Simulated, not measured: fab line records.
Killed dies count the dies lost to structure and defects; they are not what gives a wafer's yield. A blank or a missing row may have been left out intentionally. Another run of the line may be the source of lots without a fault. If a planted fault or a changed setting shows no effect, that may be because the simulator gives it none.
Chamber matching ; flow nandHarc ; pecvd-01 running NHARC_A_STAIRCASE_DEP_325: 3 sister chambers
The step deposits SiO2, target thk 3800 nm. 3 wafers are shown with their chamber, then 11 later ones without.

## WAFERS, EACH WITH ITS CHAMBER
wafer;chamber;heaterPowerW (W)
L089.1;1;824
L089.5;0;462
L091.1;2;712

## WAFERS MISSING THEIR CHAMBER
wafer;heaterPowerW (W)
L091.4;446
L091.6;659
L094.1;497
L094.2;641
L094.3;831
L094.4;605
L094.5;464
L094.6;661
L096.1;744
L096.2;597
L096.5;605

## EACH ONE'S CHAMBER
wafer;from the rows above;in truth
L091.4;0;0
L091.6;can't be placed: 2 or 1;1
L094.1;0;0
L094.2;can't be placed: 2 or 0 or 1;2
L094.3;can't be placed: 1 or 2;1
L094.4;can't be placed: 2 or 0 or 1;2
L094.5;0;0
L094.6;can't be placed: 2 or 1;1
L096.1;can't be placed: 2 or 1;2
L096.2;can't be placed: 2 or 0 or 1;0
L096.5;can't be placed: 2 or 0 or 1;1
Correctly placed: 3 of 11. Cannot be placed on the basis of these rows: 8; the candidates contain the true chamber in 8. Placed wrongly: 0.
How it was worked out, from the rows above alone: a wafer's distance from a chamber is the root of the sum, over the readings, of the square of ((its reading less the chamber's mean) divided by the reading's scatter). The wafer belongs to the nearest chamber; if the next one is less than 2 further off, it can't be placed. The mean given for a chamber averages the wafers shown for that chamber. The scatter (one wafer shown for each chamber): square how far every hidden wafer sits from the nearest shown wafer, average those squares and take the square root.
